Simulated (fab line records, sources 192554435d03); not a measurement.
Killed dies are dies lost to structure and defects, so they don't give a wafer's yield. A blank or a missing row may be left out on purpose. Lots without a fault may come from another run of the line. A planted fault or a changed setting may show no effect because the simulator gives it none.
fab line records | flow n5_finfet
record lots=24 wafers=72 last_day=17
route steps=1938 shown WELL_APT@28 FIN_SAQP@97
lots that met no fault: from a run of the same line without faults
start_h: hours from the record's first day to the start of the lot's first wafer shown | wait_h: hours since the lot's step before | " the same as in the row above | L1.1+2: a row that stands for several wafers | - no value, or no start given | * or withheld: withheld | < > ~ a bound
route shown NAME@n: a module of which the file shows steps, and the number in the route of the first | usual: mean/standard deviation of fault-free wafers | same: alike in all rows | chamber/n: place in a boat | sites: the reading at each site | _std_site: their standard deviation | _edge_site: outer sites' mean less inner sites' | radius_mm: how far each site lies from the wafer's centre | mask NAME#n: copy n | behind: the tool/chamber that last shaped the wafer | hold: why the lot was held/for how many hours/how that ended | device: the transistor (n, p or np) that didn't switch | end of line: the same wafers' tests at the end of the route | a step without rows: its recipe alone | killed: dies lost to structure and defects at the first sort, not the wafer's yield | map: a wafer's dies, x killed, . not, _ none there
set.NAME: the setting as run; set.NAME@STEP: as run at that earlier step | model.NAME: the simulator's own value behind a step, which no gauge read
steps of the route over a sample of lots; a table a step, a row a wafer
services: from which hour (start_h, from the record's first day; less than 0 if before it) a tool's chamber was out of use, for how many hours, and why
## steps
# step N5_WELL_APT_CD_MEAS_08
# recipe target_cd_nm=200 landing_energy_ev=500 detector=se_inlens
# usual cd_nm=199.0/1.9
# columns lot.wafer tool chamber start_h wait_h cd_nm
L074.1 cd_sem-01 0 13.85 - 201.0
L074.2 " 0 " " 194.9
L074.4 " 0 " " 201.4
L075.3 cd_sem-01 0 19.69 - 200.8
L075.4 " 0 " " 197.3
L075.6 " 0 " " 198.4
L076.2 cd_sem-03 0 25.91 - 196.8
L076.3 " 0 " " 201.2
L076.5 " 0 " " 200.7
L077.4 cd_sem-01 0 32.68 - 196.1
L077.5 " 0 " " 196.5
L077.6 " 0 " " 197.3
L078.1 cd_sem-03 0 38.00 - 197.0
L078.2 " 0 " " 196.7
L078.6 " 0 " " 199.8
L079.2 cd_sem-01 0 43.56 - 199.5
L079.3 " 0 " " 199.0
L079.6 " 0 " " 197.8
L080.2 cd_sem-01 0 49.58 - 201.9
L080.3 " 0 " " 201.3
L080.6 " 0 " " 197.9
L081.2 cd_sem-02 0 55.69 - 200.4
L081.5 " 0 " " 201.5
L081.6 " 0 " " 199.7
L082.1 cd_sem-02 0 61.88 - 197.4
L082.3 " 0 " " 201.3
L082.4 " 0 " " 197.9
L083.1 cd_sem-02 0 68.17 - 196.9
L083.2 " 0 " " 198.4
L083.4 " 0 " " 199.9
L084.2 cd_sem-01 0 73.82 - 200.3
L084.3 " 0 " " 200.7
L084.6 " 0 " " 201.9
L085.1 cd_sem-02 0 79.59 - 198.7
L085.3 " 0 " " 198.0
L085.4 " 0 " " 201.7
L086.2 cd_sem-01 0 85.68 - 196.7
L086.4 " 0 " " 197.1
L086.6 " 0 " " 199.5
L087.3 cd_sem-02 0 91.57 - 198.7
L087.5 " 0 " " 198.8
L087.6 " 0 " " 198.4
L088.1 cd_sem-01 0 98.06 - 196.1
L088.5 " 0 " " 198.8
L088.6 " 0 " " 200.4
L089.3 cd_sem-03 0 103.56 - 198.4
L089.4 " 0 " " 201.2
L089.6 " 0 " " 198.8
L090.2 cd_sem-01 0 109.68 - 200.3
L090.4 " 0 " " 198.8
L090.5 " 0 " " 201.6
L091.1 cd_sem-01 0 116.09 - 196.4
L091.2 " 0 " " 200.1
L091.6 " 0 " " 200.7
L092.1 cd_sem-03 0 121.65 - 201.2
L092.4 " 0 " " 197.3
L092.6 " 0 " " 200.4
L093.1 cd_sem-01 0 127.68 - 195.5
L093.3 " 0 " " 201.8
L093.4 " 0 " " 200.1
L094.2 cd_sem-01 0 133.58 - 200.8
L094.3 " 0 " " 197.2
L094.5 " 0 " " 198.2
L095.4 cd_sem-02 0 140.01 - 199.4
L095.5 " 0 " " 196.4
L095.6 " 0 " " 199.4
L096.4 cd_sem-01 0 145.70 - 198.2
L096.5 " 0 " " 195.9
L096.6 " 0 " " 196.8
L097.1 cd_sem-02 0 152.39 - 197.0
L097.4 " 0 " " 201.1
L097.5 " 0 " " 200.6
# step N5_WELL_APT_OVL_MEAS_26
# recipe points_per_wafer=44
# usual PWELL_OVL=3/5.6
# columns lot.wafer tool chamber start_h wait_h PWELL_OVL[nm]
L074.1 overlay-02 0 15.00 0.0 4
L074.2 " 0 " " -5
L074.4 " 0 " " 5
L075.3 overlay-02 0 20.83 0.0 -8
L075.4 " 0 " " -7
L075.6 " 0 " " 2
L076.2 overlay-02 0 27.06 0.0 -1
L076.3 " 0 " " 8
L076.5 " 0 " " 6
L077.4 overlay-02 0 34.11 0.0 0
L077.5 " 0 " " 11
L077.6 " 0 " " 10
L078.1 overlay-02 0 39.29 0.0 3
L078.2 " 0 " " 1
L078.6 " 0 " " 2
L079.2 overlay-01 0 44.83 0.0 5
L079.3 " 0 " " 14
L079.6 " 0 " " 2
L080.2 overlay-02 0 50.76 0.0 5
L080.3 " 0 " " -4
L080.6 " 0 " " 5
L081.2 overlay-02 0 57.38 0.0 9
L081.5 " 0 " " 7
L081.6 " 0 " " 6
L082.1 overlay-01 0 63.15 0.0 6
L082.3 " 0 " " 10
L082.4 " 0 " " 3
L083.1 overlay-01 0 69.32 0.0 7
L083.2 " 0 " " 6
L083.4 " 0 " " 6
L084.2 overlay-01 0 74.96 0.0 9
L084.3 " 0 " " 4
L084.6 " 0 " " 6
L085.1 overlay-02 0 80.75 0.0 11
L085.3 " 0 " " 14
L085.4 " 0 " " 16
L086.2 overlay-01 0 86.96 0.0 -4
L086.4 " 0 " " 0
L086.6 " 0 " " -4
L087.3 overlay-01 0 92.84 0.0 -7
L087.5 " 0 " " -8
L087.6 " 0 " " -1
L088.1 overlay-02 0 99.33 0.0 0
L088.5 " 0 " " -1
L088.6 " 0 " " 2
L089.3 overlay-02 0 105.36 0.0 6
L089.4 " 0 " " 17
L089.6 " 0 " " 3
L090.2 overlay-01 0 111.60 0.0 -6
L090.4 " 0 " " -3
L090.5 " 0 " " -2
L091.1 overlay-02 0 117.24 0.0 3
L091.2 " 0 " " 7
L091.6 " 0 " " -3
L092.1 overlay-02 0 123.44 0.0 -11
L092.4 " 0 " " -2
L092.6 " 0 " " -7
L093.1 overlay-01 0 129.33 0.0 -2
L093.3 " 0 " " -3
L093.4 " 0 " " -3
L094.2 overlay-01 0 134.89 0.0 7
L094.3 " 0 " " 4
L094.5 " 0 " " 3
L095.4 overlay-01 0 141.23 0.0 4
L095.5 " 0 " " 8
L095.6 " 0 " " 9
L096.4 overlay-02 0 147.08 0.0 -4
L096.5 " 0 " " 2
L096.6 " 0 " " -4
L097.1 overlay-01 0 153.56 0.0 -1
L097.4 " 0 " " 6
L097.5 " 0 " " 6
# step N5_WELL_APT_EPI_41
# recipe material=Si target_thk_a=500 temp_c=650 precursor=SiH4/H2 pressure_torr=20 time_s=297.7
# usual chamber_pressure_Torr=20.00/0.043 throttle_valve_pct=11.20/0.27
# columns lot.wafer tool chamber start_h wait_h chamber_pressure_Torr throttle_valve_pct
L074.1 epi_rpcvd-04 0 16.13 0.0 20.02 11.34
L074.2 " 0 " " 20.02 11.32
L074.4 " 0 " " 20.01 11.47
L075.3 epi_rpcvd-04 0 22.27 0.2 20.06 11.41
L075.4 " 0 " " 20.04 11.34
L075.6 " 0 " " 20.07 11.60
L076.2 epi_rpcvd-04 0 28.34 0.1 20.00 11.33
L076.3 " 0 " " 20.05 11.60
L076.5 " 0 " " 20.01 11.57
L077.4 epi_rpcvd-01 0 35.52 0.3 19.95 11.12
L077.5 " 0 " " 20.05 10.87
L077.6 " 0 " " 19.96 10.65
L078.1 epi_rpcvd-03 0 40.36 0.0 19.98 11.23
L078.2 " 0 " " 19.95 11.30
L078.6 " 0 " " 19.95 11.35
L079.2 epi_rpcvd-04 0 46.02 0.2 19.99 11.42
L079.3 " 0 " " 19.94 11.36
L079.6 " 0 " " 19.95 11.51
L080.2 epi_rpcvd-01 0 52.46 0.1 19.95 10.84
L080.3 " 0 " " 19.98 10.85
L080.6 " 0 " " 19.99 11.07
L081.2 epi_rpcvd-01 0 58.60 0.1 19.96 11.01
L081.5 " 0 " " 19.98 10.85
L081.6 " 0 " " 19.98 10.95
L082.1 epi_rpcvd-01 0 64.27 0.0 20.02 10.94
L082.3 " 0 " " 20.06 10.86
L082.4 " 0 " " 20.06 10.59
L083.1 epi_rpcvd-01 0 70.40 0.0 20.02 10.74
L083.2 " 0 " " 20.00 10.91
L083.4 " 0 " " 20.06 11.03
L084.2 epi_rpcvd-03 0 76.12 0.1 19.96 11.26
L084.3 " 0 " " 19.92 11.29
L084.6 " 0 " " 19.98 11.81
L085.1 epi_rpcvd-01 0 81.97 0.0 20.07 11.03
L085.3 " 0 " " 20.05 10.81
L085.4 " 0 " " 20.03 11.15
L086.2 epi_rpcvd-03 0 88.16 0.2 20.04 11.57
L086.4 " 0 " " 20.00 11.28
L086.6 " 0 " " 20.06 11.43
L087.3 epi_rpcvd-04 0 94.22 0.2 20.02 11.58
L087.5 " 0 " " 20.00 11.32
L087.6 " 0 " " 20.08 11.26
L088.1 epi_rpcvd-04 0 100.45 0.0 20.03 11.45
L088.5 " 0 " " 19.99 11.31
L088.6 " 0 " " 20.06 11.73
L089.3 epi_rpcvd-04 0 107.25 0.2 20.00 11.25
L089.4 " 0 " " 19.94 11.44
L089.6 " 0 " " 20.01 11.38
L090.2 epi_rpcvd-01 0 112.76 0.1 19.94 10.82
L090.4 " 0 " " 20.03 10.90
L090.5 " 0 " " 19.99 10.99
L091.1 epi_rpcvd-03 0 118.30 0.0 19.96 11.31
L091.2 " 0 " " 19.97 11.17
L091.6 " 0 " " 19.98 11.03
L092.1 epi_rpcvd-04 0 124.56 0.0 20.06 11.61
L092.4 " 0 " " 20.05 11.27
L092.6 " 0 " " 19.98 11.58
L093.1 epi_rpcvd-04 0 130.75 0.0 20.04 11.22
L093.3 " 0 " " 20.02 11.62
L093.4 " 0 " " 20.03 11.40
L094.2 epi_rpcvd-01 0 136.19 0.1 20.00 10.99
L094.3 " 0 " " 19.95 11.25
L094.5 " 0 " " 19.99 10.83
L095.4 epi_rpcvd-03 0 142.70 0.3 20.06 11.50
L095.5 " 0 " " 19.98 11.54
L095.6 " 0 " " 20.06 11.27
L096.4 epi_rpcvd-01 0 148.44 0.3 20.05 10.92
L096.5 " 0 " " 20.01 10.96
L096.6 " 0 " " 19.95 11.08
L097.1 epi_rpcvd-03 0 154.74 0.0 19.96 11.41
L097.4 " 0 " " 19.96 11.17
L097.5 " 0 " " 20.04 11.50
# step N5_FIN_SAQP_THK_MEAS_05
# usual thk_nm=37.9/0.47
# columns lot.wafer tool chamber start_h wait_h thk_nm
L074.1 film_metro-01 - 21.05 0.1 38.0
L074.2 " - " " 38.1
L074.4 " - " " 38.4
L075.3 film_metro-01 - 26.88 0.1 37.4
L075.4 " - " " 38.1
L075.6 " - " " 37.9
L076.2 film_metro-01 - 33.42 0.3 38.0
L076.3 " - " " 37.2
L076.5 " - " " 37.7
L077.4 film_metro-01 - 40.56 0.0 38.2
L077.5 " - " " 37.8
L077.6 " - " " 37.4
L078.1 film_metro-01 - 46.79 0.1 38.1
L078.2 " - " " 38.3
L078.6 " - " " 38.5
L079.2 film_metro-01 - 52.19 0.1 37.5
L079.3 " - " " 37.3
L079.6 " - " " 37.5
L080.2 film_metro-01 - 57.29 0.1 37.7
L080.3 " - " " 37.7
L080.6 " - " " 38.2
L081.2 film_metro-01 - 63.59 0.1 37.6
L081.5 " - " " 38.0
L081.6 " - " " 38.3
L082.1 film_metro-02 - 68.80 0.1 38.1
L082.3 " - " " 37.3
L082.4 " - " " 38.5
L083.1 film_metro-02 - 74.95 0.1 38.0
L083.2 " - " " 38.3
L083.4 " - " " 38.3
L084.2 film_metro-01 - 80.76 0.1 37.6
L084.3 " - " " 37.5
L084.6 " - " " 38.4
L085.1 film_metro-01 - 88.97 0.1 37.5
L085.3 " - " " 37.6
L085.4 " - " " 38.4
L086.2 film_metro-01 - 98.73 0.1 38.2
L086.4 " - " " 37.8
L086.6 " - " " 37.7
L087.3 film_metro-01 - 102.18 0.1 37.8
L087.5 " - " " 38.8
L087.6 " - " " 38.6
L088.1 film_metro-01 - 106.65 0.1 37.2
L088.5 " - " " 38.0
L088.6 " - " " 38.5
L089.3 film_metro-02 - 113.28 0.1 38.4
L089.4 " - " " 38.5
L089.6 " - " " 38.6
L090.2 film_metro-01 - 118.55 0.1 38.2
L090.4 " - " " 38.6
L090.5 " - " " 38.5
L091.1 film_metro-01 - 123.34 0.1 38.1
L091.2 " - " " 37.3
L091.6 " - " " 38.7
L092.1 film_metro-02 - 128.96 0.1 37.9
L092.4 " - " " 38.4
L092.6 " - " " 38.0
L093.1 film_metro-02 - 136.48 0.1 38.1
L093.3 " - " " 38.1
L093.4 " - " " 38.3
L094.2 film_metro-01 - 140.50 0.1 37.6
L094.3 " - " " 37.8
L094.5 " - " " 37.9
L095.4 film_metro-02 - 146.88 0.1 38.5
L095.5 " - " " 38.3
L095.6 " - " " 38.5
L096.4 film_metro-02 - 152.71 0.1 37.5
L096.5 " - " " 37.5
L096.6 " - " " 37.8
L097.1 film_metro-02 - 159.77 0.1 37.0
L097.4 " - " " 37.9
L097.5 " - " " 38.1
# step N5_FIN_SAQP_PECVD_06
# recipe material=a-Si target_thk_a=600 temp_c=400 precursor=SiH4/He pressure_torr=3 rf_w=100 time_s=48.1
# usual chamber_pressure_Torr=2.999/0.0068 heater_power_w=877/85 showerhead_plenum_p_Torr=5.68/0.046 throttle_valve_pct=18.8/0.81
# columns lot.wafer tool chamber start_h wait_h chamber_pressure_Torr heater_power_w showerhead_plenum_p_Torr throttle_valve_pct
L074.1 pecvd-04 0 21.17 0.0 3.000 914 5.64 18.8
L074.2 " 1 " " 2.998 905 5.67 18.5
L074.4 " 2 " " 3.005 963 5.78 19.7
L075.3 pecvd-02 2 27.00 0.0 2.992 884 5.59 17.4
L075.4 " 2 " " 2.991 883 5.60 17.4
L075.6 " 0 " " 3.002 1045 5.69 19.3
L076.2 pecvd-02 0 33.55 0.0 3.001 1076 5.69 19.5
L076.3 " 1 " " 2.994 810 5.68 19.3
L076.5 " 1 " " 3.010 789 5.66 19.1
L077.4 pecvd-04 1 40.70 0.0 2.992 821 5.67 18.4
L077.5 " 0 " " 2.998 816 5.65 18.9
L077.6 " 2 " " 3.007 914 5.78 19.6
L078.1 pecvd-04 1 46.91 0.0 2.995 846 5.67 18.7
L078.2 " 2 " " 3.000 917 5.79 19.5
L078.6 " 1 " " 3.002 882 5.67 18.5
L079.2 pecvd-02 0 52.31 0.0 2.996 1026 5.69 19.4
L079.3 " 1 " " 3.008 812 5.68 19.3
L079.6 " 0 " " 2.992 1042 5.68 19.4
L080.2 pecvd-01 1 57.41 0.0 3.006 806 5.71 19.7
L080.3 " 0 " " 3.001 896 5.69 18.9
L080.6 " 0 " " 2.995 902 5.69 19.1
L081.2 pecvd-02 2 63.72 0.0 3.004 944 5.61 17.7
L081.5 " 2 " " 3.002 941 5.62 17.9
L081.6 " 1 " " 2.999 824 5.67 19.1
L082.1 pecvd-01 1 68.92 0.0 3.005 744 5.69 19.7
L082.3 " 0 " " 2.990 815 5.68 18.9
L082.4 " 1 " " 3.003 776 5.70 19.9
L083.1 pecvd-04 1 75.07 0.0 3.016 836 5.67 18.7
L083.2 " 0 " " 3.004 887 5.66 19.1
L083.4 " 1 " " 3.003 819 5.67 18.5
L084.2 pecvd-02 0 80.88 0.0 3.003 1020 5.70 19.6
L084.3 " 2 " " 2.996 848 5.60 17.6
L084.6 " 1 " " 2.997 823 5.67 19.3
L085.1 pecvd-04 1 89.09 0.0 2.999 908 5.67 18.4
L085.3 " 2 " " 2.989 803 5.78 19.7
L085.4 " 0 " " 3.006 842 5.66 19.1
L086.2 pecvd-02 2 98.85 0.0 2.994 887 5.60 17.9
L086.4 " 2 " " 3.011 845 5.62 17.9
L086.6 " 0 " " 3.002 972 5.69 19.6
L087.3 pecvd-01 1 102.29 0.0 3.009 811 5.71 19.9
L087.5 " 1 " " 3.001 784 5.72 19.9
L087.6 " 2 " " 2.998 767 5.68 17.4
L088.1 pecvd-01 1 106.76 0.0 3.000 848 5.73 19.9
L088.5 " 0 " " 2.992 900 5.68 19.1
L088.6 " 1 " " 2.997 821 5.70 20.0
L089.3 pecvd-02 0 113.40 0.0 3.003 1095 5.70 19.0
L089.4 " 2 " " 2.999 920 5.62 17.5
L089.6 " 0 " " 3.004 1103 5.68 19.3
L090.2 pecvd-04 0 118.67 0.0 2.981 917 5.64 19.5
L090.4 " 2 " " 3.012 873 5.79 19.7
L090.5 " 1 " " 2.997 792 5.68 18.4
L091.1 pecvd-02 0 123.46 0.0 2.986 1053 5.68 19.2
L091.2 " 2 " " 2.996 881 5.60 17.7
L091.6 " 0 " " 2.998 1067 5.69 19.4
L092.1 pecvd-04 2 129.08 0.0 2.996 817 5.79 19.5
L092.4 " 2 " " 2.997 818 5.79 19.7
L092.6 " 0 " " 2.995 863 5.65 19.1
L093.1 pecvd-01 1 136.60 0.0 3.003 706 5.71 20.0
L093.3 " 0 " " 2.998 829 5.69 19.2
L093.4 " 2 " " 2.998 778 5.70 17.1
L094.2 pecvd-02 2 140.62 0.0 2.993 942 5.59 17.8
L094.3 " 0 " " 3.008 1072 5.69 19.4
L094.5 " 2 " " 2.992 951 5.60 17.6
L095.4 pecvd-04 0 147.07 0.0 3.003 882 5.64 19.0
L095.5 " 0 " " 2.993 885 5.65 19.3
L095.6 " 1 " " 2.989 846 5.67 18.7
L096.4 pecvd-01 2 152.85 0.0 2.994 902 5.69 17.5
L096.5 " 1 " " 3.006 829 5.70 20.0
L096.6 " 0 " " 2.992 842 5.69 19.0
L097.1 pecvd-02 0 159.89 0.0 2.996 1045 5.69 19.4
L097.4 " 0 " " 2.995 1014 5.69 19.4
L097.5 " 1 " " 3.003 753 5.67 18.9
# step N5_FIN_SAQP_HM_OPEN_73
# recipe chemistry=CHF3/O2 target=SiO2 stop_on=a-Si target_depth_a=120 over_etch_frac=1.8 mask_material=SOC time_s=16.8 pressure_mtorr=30 source_w=650 bias_w=170 Ar_flow_sccm=200 CHF3_flow_sccm=50 O2_flow_sccm=5 ion_energy_ev=200 ends=end_point
# usual drypump_motor_current_A=5.6/0.47 oes_ar_750_au=0.80/0.094 oes_f_703_au=0.81/0.096 oes_product_au=0.48/0.055 rf_vpp_V=526/14 showerhead_plenum_p_Torr=2.42/0.053 throttle_valve_pct=18.88/0.18
# columns lot.wafer tool chamber start_h wait_h drypump_motor_current_A oes_ar_750_au oes_f_703_au oes_product_au rf_hours_counter_h rf_vpp_V showerhead_plenum_p_Torr throttle_valve_pct
L074.1 rie_diel-04 0 22.29 0.0 4.8 0.95 0.97 0.56 15 533 2.46 18.57
L074.2 " 3 " " 6.3 0.76 0.76 0.44 178 536 2.49 18.78
L074.4 " 2 " " 5.5 0.70 0.73 0.41 230 518 2.36 19.13
L075.3 rie_diel-03 0 27.74 0.0 5.8 0.71 0.70 0.42 194 506 2.40 18.94
L075.4 " 2 " " 5.4 0.75 0.76 0.45 175 533 2.46 18.88
L075.6 " 2 " " 5.3 0.75 0.76 0.45 - 534 2.47 18.87
L076.2 rie_diel-05 0 34.43 0.0 6.0 0.73 0.73 0.45 137 508 2.31 18.77
L076.3 " 3 " " 5.8 0.76 0.76 0.46 132 517 2.42 19.11
L076.5 " 0 " " 6.0 0.73 0.73 0.46 - 508 2.31 18.78
L077.4 rie_diel-03 3 41.67 0.0 5.5 0.69 0.70 0.41 229 531 2.49 19.17
L077.5 " 0 " " 5.8 0.70 0.70 0.42 - 505 2.40 18.94
L077.6 " 1 " " 6.3 0.88 0.88 0.54 - 551 2.45 18.71
L078.1 rie_diel-04 2 47.66 0.0 5.5 0.69 0.72 0.41 239 519 2.35 19.15
L078.2 " 0 " " 4.8 0.94 0.95 0.55 23 533 2.45 18.58
L078.6 " 3 " " 6.3 0.75 0.76 0.45 - 538 2.48 18.77
L079.2 rie_diel-05 0 53.39 0.0 6.0 0.73 0.73 0.45 142 509 2.30 18.78
L079.3 " 1 " " 5.3 0.69 0.71 0.42 229 502 2.49 19.24
L079.6 " 2 " " 5.3 0.80 0.81 0.48 - 517 2.43 18.65
L080.2 rie_diel-03 3 58.28 0.0 5.5 0.69 0.69 0.41 235 531 2.48 19.18
L080.3 " 2 " " 5.3 0.73 0.76 0.44 187 534 2.46 18.90
L080.6 " 1 " " 6.3 0.87 0.86 0.54 - 549 2.45 18.74
L081.2 rie_diel-04 2 64.62 0.0 5.5 0.69 0.72 0.41 246 518 2.35 19.17
L081.5 " 0 " " 4.8 0.91 0.93 0.53 - 533 2.45 18.61
L081.6 " 1 " " 5.3 0.97 0.97 0.59 - 531 2.38 18.94
L082.1 rie_diel-05 3 69.66 0.0 5.8 0.74 0.74 0.44 143 516 2.41 19.11
L082.3 " 0 " " 6.0 0.73 0.73 0.45 146 508 2.30 18.77
L082.4 " 2 " " 5.3 0.80 0.80 0.47 80 517 2.42 18.67
L083.1 rie_diel-03 2 75.81 0.0 5.3 0.73 0.75 0.43 192 532 2.46 18.91
L083.2 " 3 " " 5.5 0.68 0.69 0.40 241 532 2.48 19.18
L083.4 " 0 " " 5.8 0.70 0.69 0.42 211 505 2.39 18.96
L084.2 rie_diel-04 1 81.63 0.0 5.3 0.94 0.93 0.55 6 532 2.38 18.96
L084.3 " 0 " " 4.8 0.91 0.92 0.52 36 533 2.45 18.58
L084.6 " 1 " " 5.2 0.94 0.93 0.56 - 532 2.38 18.94
L085.1 rie_diel-04 1 89.84 0.0 5.3 0.92 0.91 0.55 11 533 2.38 18.97
L085.3 " 3 " " 6.3 0.74 0.74 0.43 204 538 2.48 18.81
L085.4 " 3 " " 6.3 0.73 0.75 0.44 - 536 2.48 18.82
L086.2 rie_diel-04 1 99.72 0.0 5.2 0.92 0.91 0.54 14 533 2.38 18.96
L086.4 " 3 " " 6.3 0.73 0.74 0.43 207 537 2.47 18.82
L086.6 " 3 " " 6.3 0.73 0.75 0.44 - 537 2.47 18.83
L087.3 rie_diel-05 0 103.05 0.0 5.9 0.72 0.71 0.43 156 510 2.30 18.79
L087.5 " 0 " " 6.0 0.72 0.71 0.44 - 510 2.30 18.79
L087.6 " 1 " " 5.3 0.69 0.69 0.41 - 502 2.48 19.26
L088.1 rie_diel-03 1 107.51 0.0 6.3 0.84 0.84 0.52 50 549 2.44 18.75
L088.5 " 0 " " 5.8 0.69 0.69 0.42 - 505 2.39 18.98
L088.6 " 1 " " 6.3 0.84 0.84 0.52 - 548 2.44 18.76
L089.3 rie_diel-03 2 114.27 0.0 5.3 0.72 0.74 0.43 207 533 2.45 18.92
L089.4 " 0 " " 5.8 0.69 0.69 0.41 - 505 2.39 18.99
L089.6 " 1 " " 6.3 0.84 0.83 0.52 - 550 2.44 18.76
L090.2 rie_diel-03 2 119.71 0.0 5.4 0.73 0.74 0.42 210 532 2.45 18.93
L090.4 " 0 " " 5.8 0.69 0.68 0.41 - 503 2.39 18.98
L090.5 " 1 " " 6.3 0.83 0.83 0.51 - 548 2.44 18.75
L091.1 rie_diel-04 1 124.21 0.0 5.3 0.89 0.88 0.53 23 532 2.37 18.98
L091.2 " 0 " " 4.8 0.88 0.89 0.51 53 532 2.44 18.65
L091.6 " 1 " " 5.2 0.90 0.88 0.53 - 532 2.37 18.99
L092.1 rie_diel-04 0 129.95 0.0 4.8 0.88 0.89 0.51 55 533 2.44 18.63
L092.4 " 3 " " 6.2 0.73 0.73 0.44 219 537 2.47 18.85
L092.6 " 2 " " 5.5 0.93 0.97 0.55 - 519 2.34 18.79
L093.1 rie_diel-04 2 137.35 0.0 5.5 0.93 0.96 0.56 15 519 2.34 18.80
L093.3 " 3 " " 6.3 0.72 0.73 0.42 222 536 2.47 18.84
L093.4 " 0 " " 4.8 0.88 0.88 0.52 58 531 2.44 18.65
L094.2 rie_diel-03 0 141.57 0.0 5.8 0.68 0.68 0.41 236 507 2.38 19.01
L094.3 " 2 " " 5.4 0.72 0.73 0.43 219 532 2.45 18.95
L094.5 " 3 " " 5.5 0.95 0.95 0.56 - 531 2.48 18.78
L095.4 rie_diel-04 2 147.96 0.0 5.5 0.91 0.95 0.55 18 518 2.34 18.78
L095.5 " 0 " " 4.8 0.87 0.89 0.52 - 531 2.44 18.64
L095.6 " 3 " " 6.3 0.72 0.73 0.43 - 538 2.47 18.85
L096.4 rie_diel-04 1 153.72 0.0 5.3 0.88 0.87 0.52 - 532 2.37 19.00
L096.5 " 2 " " 5.5 0.91 0.95 0.53 - 518 2.34 18.81
L096.6 " 0 " " 4.8 0.86 0.88 0.51 - 533 2.44 18.65
L097.1 rie_diel-05 2 160.77 0.0 5.3 0.76 0.77 0.46 110 516 2.41 18.71
L097.4 " 0 " " 5.9 0.70 0.70 0.43 177 509 2.29 18.86
L097.5 " 1 " " 5.3 0.94 0.96 0.56 - 502 2.48 18.97
## services
# columns tool chamber start_h hours kind
pecvd-04 1 1.61 3.6 repair
pecvd-02 2 5.01 5.0 scheduled_down
epi_rpcvd-03 - 6.55 2.8 pm
pecvd-04 - 9.31 1.8 repair
pecvd-01 - 25.82 6.0 pm
rie_diel-04 1 46.17 - clean
rie_diel-04 1 46.17 - consumable_replace:focus_ring
rie_diel-04 1 46.17 16.0 scheduled_down
rie_diel-04 1 46.17 16.0 vent_cycle
pecvd-04 1 58.50 9.0 repair
pecvd-01 0 61.12 2.1 scheduled_down
rie_diel-05 0 63.64 5.0 repair
rie_diel-04 2 78.35 - clean
rie_diel-04 2 78.35 - consumable_replace:focus_ring
rie_diel-04 2 78.35 20.8 scheduled_down
rie_diel-04 2 78.35 20.8 vent_cycle
epi_rpcvd-03 - 94.09 1.0 repair
rie_diel-03 3 104.51 - clean
rie_diel-03 3 104.51 - consumable_replace:focus_ring
rie_diel-03 3 104.51 17.2 scheduled_down
rie_diel-03 3 104.51 17.2 vent_cycle
pecvd-04 2 108.50 5.5 scheduled_down
pecvd-04 2 146.14 10.2 scheduled_down
rie_diel-04 3 149.33 7.2 repair
## key
fault none
